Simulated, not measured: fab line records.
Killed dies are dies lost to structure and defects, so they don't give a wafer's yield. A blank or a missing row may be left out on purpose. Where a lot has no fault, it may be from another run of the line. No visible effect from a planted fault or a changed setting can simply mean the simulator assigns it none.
Chamber matching ; flow nand_harc ; NHARC_A_DECK1_JOINT_ETCHBACK_00 on rie_si-01 has 4 sister chambers
The step etches the open film in HBr, target depth 30 nm, time 17.4 s. 8 wafers are shown with their chamber, then 11 later ones without.

## WAFERS WITH THEIR CHAMBER
wafer;chamber;drypump_motor_current_A (A);throttle_valve_pct (%)
L083.2;0;6.4;23.271
L083.4;2;5.0;23.273
L085.1;2;5.0;23.263
L088.5;0;6.3;23.269
L089.1;3;6.1;23.266
L089.3;1;5.4;23.266
L089.6;1;5.5;23.282
L092.1;3;6.1;23.258

## WAFERS WHOSE CHAMBER IS MISSING
wafer;drypump_motor_current_A (A);throttle_valve_pct (%)
L092.2;5.0;23.257
L092.3;6.4;23.273
L094.1;5.0;23.272
L094.2;6.2;23.269
L094.4;5.5;23.269
L096.1;6.3;23.273
L096.2;5.0;23.254
L096.6;6.1;23.264
L097.2;6.4;23.251
L097.3;5.0;23.266
L097.6;6.1;23.267

## THE CHAMBER EACH PASSED THROUGH
wafer;from the rows above;in truth
L092.2;2;2
L092.3;0;0
L094.1;2;2
L094.2;can't be placed: 3 or 0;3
L094.4;1;1
L096.1;0;0
L096.2;2;2
L096.6;3;3
L097.2;0;0
L097.3;2;2
L097.6;3;3
Correctly placed: 10 of 11. Can't be placed from these rows: 1 (the true chamber is among the candidates in 1). Placed wrongly: 0.
How it was worked out, from the rows above alone: a wafer's distance from a chamber is the root of the sum, over the readings, of the square of ((its reading less the chamber's mean) divided by the reading's scatter). The wafer belongs to the nearest chamber; if the next one is less than 2 further off, it can't be placed. Each chamber's mean is taken over the wafers shown for it. The scatter is the square root of a quotient: the sum, over the shown wafers, of each reading's squared deviation from its chamber's mean, divided by wafers minus chambers.
